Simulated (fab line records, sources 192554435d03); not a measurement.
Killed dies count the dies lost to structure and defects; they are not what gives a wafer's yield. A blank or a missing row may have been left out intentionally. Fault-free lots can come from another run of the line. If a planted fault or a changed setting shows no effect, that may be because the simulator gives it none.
One fault through the eyes of 3 desks + flow n5-finfet + each desk holds nothing but its own numbers, with what lay behind them at the end

== FROM THE METROLOGY DESK ==
What the gauges read for every lot (on any tool): the sampled wafers with a number, averaged. Any lot whose mean is over 4 standard deviations away from the usual mean is out of limits and marked OUT; that distance is given in the brackets. Of its 12 readings 7 are shown: those that lie furthest out on some lot.
Columns: A = cd-nm at N5_BEOL_M1_CD_MEAS_28, usual 23.99 nm; B = V0_OVL at N5_BEOL_M1_OVL_MEAS_29, usual 0.1 nm; C = ION_P at N5_BEOL_M4_RC_MEAS_101, usual 463 uA/um; D = SS_N at N5_BEOL_M4_RC_MEAS_101, usual 71.5 mV/dec; E = SS_P at N5_BEOL_M4_RC_MEAS_101, usual 73.2 mV/dec; F = VT_N at N5_BEOL_M4_RC_MEAS_101, usual 251 mV; G = VT_P at N5_BEOL_M4_RC_MEAS_101, usual -250 mV
| lot  | first seen here | A     | B    | C   | D    | E    | F   | G    |
|------|-----------------|-------|------|-----|------|------|-----|------|
| L389 | day 8 11:10     | 23.95 | 0.4  | 472 | 71.9 | 72.9 | 252 | -245 |
| L391 | day 8 23:58     | 23.93 | -0.7 | -   | -    | -    | -   | -    |
| L392 | day 9 14:16     | 23.98 | 0.4  | -   | -    | -    | -   | -    |
| L393 | day 9 18:32     | 24.47 | 0.5  | -   | -    | -    | -   | -    |
| L398 | day 10 20:03    | 23.84 | 0.0  | 459 | 70.5 | 72.8 | 253 | -251 |
| L400 | day 11 07:34    | 24.20 | 0.2  | 466 | 72.2 | 73.9 | 248 | -251 |
| L403 | day 11 18:34    | 23.97 | -0.0 | 457 | 71.4 | 72.6 | 253 | -252 |
| L402 | day 11 23:55    | 24.20 | 0.4  | 460 | 71.6 | 73.4 | 250 | -251 |
This desk's finding: nothing out of limits on any of the 8 lots.

== THE DEFECT DESK ==
Inspection counts along the route, by lot: the mean over sampled wafers that carry a number. Any lot whose mean is over 4 standard deviations away from the usual mean is out of limits and marked OUT; that distance is given in the brackets.
Columns: A = raw-defect-count at N5_BEOL_M1_INSPECT_30, usual 414
| lot  | first seen here | A   |
|------|-----------------|-----|
| L389 | day 8 11:14     | 744 |
| L391 | day 9 00:03     | 425 |
| L392 | day 9 14:21     | 356 |
| L393 | day 9 18:37     | 338 |
| L398 | day 10 20:08    | 363 |
| L400 | day 11 07:39    | 437 |
| L403 | day 11 18:40    | 374 |
| L402 | day 12 00:01    | 379 |
This desk's finding: nothing out of limits on any of the 8 lots.

== AT THE TOOL OWNER'S DESK: rie-diel-01 ==
The tool's own readings at N5_BEOL_M1_ETCH_69 (etches SiARC in CF4, target depth 15.6 nm, time 26 s): means of the sampled wafers that have a number, for each lot that ran on this tool. Any lot whose mean is over 4 standard deviations away from the usual mean is out of limits and marked OUT; that distance is given in the brackets. Of its 8 readings 7 are shown: those that lie furthest out on some lot.
Columns: A = bias-w at N5_BEOL_M1_ETCH_69, usual 36.02 W; B = cf4-flow-sccm at N5_BEOL_M1_ETCH_69, usual 99.9 sccm; C = drypump-motor-current-A at N5_BEOL_M1_ETCH_69, usual 5.9 A; D = etch-rf-on-time-s at N5_BEOL_M1_ETCH_69, usual 26.2 s; E = rf-vpp-V at N5_BEOL_M1_ETCH_69, usual 184.2 V; F = showerhead-plenum-p-Torr at N5_BEOL_M1_ETCH_69, usual 2.16 Torr; G = throttle-valve-pct at N5_BEOL_M1_ETCH_69, usual 15.62 %
| lot  | first seen here | A     | B    | C   | D    | E     | F    | G     |
|------|-----------------|-------|------|-----|------|-------|------|-------|
| L389 | day 8 11:20     | 35.94 | 99.9 | 6.2 | 26.4 | 183.9 | 2.10 | 15.52 |
| L398 | day 10 20:14    | 36.11 | 99.8 | 5.9 | 26.5 | 185.3 | 2.17 | 15.62 |
| L403 | day 11 18:44    | 35.95 | 99.8 | 5.8 | 25.7 | 184.9 | 2.22 | 15.54 |
| L402 | day 12 00:05    | 36.04 | 99.8 | 5.6 | 26.3 | 185.1 | 2.22 | 15.65 |
This desk's finding: nothing out of limits on any of the 4 lots.

== ALL TOGETHER ==
From the metrology desk's view, nothing was out of limits.
The defect desk saw nothing out of limits.
The desk of the tool owner found nothing out of limits.

== WHAT THE SIMULATOR HAD PUT IN ==
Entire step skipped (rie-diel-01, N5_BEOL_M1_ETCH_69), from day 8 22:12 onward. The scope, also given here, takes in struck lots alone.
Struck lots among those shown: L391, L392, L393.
